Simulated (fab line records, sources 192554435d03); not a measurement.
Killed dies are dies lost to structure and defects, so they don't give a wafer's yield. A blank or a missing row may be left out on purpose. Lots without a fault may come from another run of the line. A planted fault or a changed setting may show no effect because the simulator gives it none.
Split-lot experiment | flow n5_finfet | 7 lots, 21 wafers read, on a route of 1938 steps

THE SPLIT
At N5_GATE_CUT_EXPOSE_10 (exposes mask GATE CUT, target cd 20 nm), the setting dose_mj was moved away from the recipe's 43.25 on 5 of the 21 wafers read, by -2.5% to +7.3%. The other wafers ran this setting at the recipe's value.

FROM THE SPLIT TO THE READING: what the file shows between them, 2 steps
- N5_GATE_CUT_PEB_11: peb time 60 s
- N5_GATE_CUT_DEVELOP_12: develop time 30 s

THE READING
cd_nm, in nm, at N5_GATE_CUT_CD_MEAS_13 (target cd 20 nm). Fault-free wafers of this fab line usually give 19.93 nm, standard deviation 0.27 nm.

wafer  | tool, chamber at the split | dose_mj as run | against the recipe | cd_nm, nm | against lot-mates on the recipe
L078.2 | euv_scanner-02, 0          | 43.25          | recipe             | 19.70     | -
L078.4 | euv_scanner-02, 0          | 43.25          | recipe             | 19.56     | -
L078.5 | euv_scanner-02, 0          | 43.25          | recipe             | 20.02     | -
L087.2 | euv_scanner-02, 0          | 43.25          | recipe             | 19.63     | -
L087.5 | euv_scanner-02, 0          | 42.16          | -2.5%              | 19.03     | -0.60
L087.6 | euv_scanner-02, 0          | 42.16          | -2.5%              | 19.09     | -0.54
L088.1 | euv_scanner-01, 0          | 43.25          | recipe             | 19.74     | -
L088.2 | euv_scanner-01, 0          | 43.25          | recipe             | 19.81     | -
L088.6 | euv_scanner-01, 0          | 43.25          | recipe             | 20.09     | -
L090.2 | euv_scanner-02, 0          | 43.25          | recipe             | 19.68     | -
L090.3 | euv_scanner-02, 0          | 43.25          | recipe             | 20.23     | -
L090.5 | euv_scanner-02, 0          | 43.25          | recipe             | 20.07     | -
L095.2 | euv_scanner-02, 0          | 44.98          | +4.0%              | 20.48     | +0.96
L095.3 | euv_scanner-02, 0          | 43.25          | recipe             | 19.50     | -
L095.5 | euv_scanner-02, 0          | 43.25          | recipe             | 19.55     | -
L096.1 | euv_scanner-01, 0          | 46.42          | +7.3%              | 21.69     | +1.60
L096.2 | euv_scanner-01, 0          | 46.42          | +7.3%              | 21.34     | +1.25
L096.6 | euv_scanner-01, 0          | 43.25          | recipe             | 20.09     | -
L097.3 | euv_scanner-01, 0          | 43.25          | recipe             | 19.66     | -
L097.4 | euv_scanner-01, 0          | 43.25          | recipe             | 20.11     | -
L097.5 | euv_scanner-01, 0          | 43.25          | recipe             | 19.72     | -

THE FIT
A straight line over all 21 wafers: cd_nm changes by +0.233 nm for each +1% of dose_mj; r = +0.93; the points scatter about the line by 0.23 nm.
The same after taking each lot's own level away (the mean of its wafers on the recipe; 21 wafers): +0.203 nm for each +1%; r = +0.95; scatter 0.17 nm.
On that fit, the largest move of dose_mj shifts the reading by 1.5 nm.
The lots' own levels span 19.525 to 20.090 nm, that is 2.1 times the standard deviation above.
So the lot-to-lot level changes the slope: the two fits differ.
Check: with one of the wafers moved furthest among these (+7.3%) left out of the fit, the line predicts +1.41 nm for it against its lot-mates. It came out at +1.6 nm against them.

OTHER SPLITS ON THESE WAFERS
These wafers also went through other splits before the reading. Each is held against what the fit with the lots' levels taken away leaves over:
other split on the same wafers        | wafers away from the commonest value | r with cd_nm (lot level and that fit taken away)
N5_SD_EPI_N_EPI_21 epi_growth_time_s  | 10                                   | -0.05
N5_ILD0_CMP_12 down_force_psi         | 8                                    | -0.13
N5_HKMG_FIN_HK_ALD_01 ald_cycles      | 7                                    | -0.07
N5_HKMG_FIN_DEVELOP_48 develop_time_s | 8                                    | -0.18
N5_GATE_CUT_COAT_27 spin_rpm          | 5                                    | +0.06

THE WHOLE CHAIN: every reading that the file lists as answering this split, in the file's order
step                   | what it does                                                | reading                                                         | change (the file's fit)               | r (the file's)
N5_GATE_CUT_CD_MEAS_13 | target cd 20 nm                                             | cd_nm                                                           | +0.208 nm for each +1% of the setting | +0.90
N5_GATE_CUT_DESCUM_18  | chemistry O2, time 7 s                                      | GATE_CUT.cd_nm (the simulator's own value, which no gauge read) | +0.206 nm for each +1% of the setting | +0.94
N5_GATE_CUT_ETCH_28    | etches underlayer in N2/H2, target depth 13 nm, time 10.4 s | GATE_CUT.cd_nm (the simulator's own value, which no gauge read) | +0.217 nm for each +1% of the setting | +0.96
N5_GATE_CUT_ETCH_19    | etches SiNx in CH3F/O2, target depth 53.7 nm, time 76.7 s   | GATE_CUT.cd_nm (the simulator's own value, which no gauge read) | +0.246 nm for each +1% of the setting | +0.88

THE FILE'S OWN FIT
cd_nm changes by +0.208 nm for each +1% of dose_mj, r = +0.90.
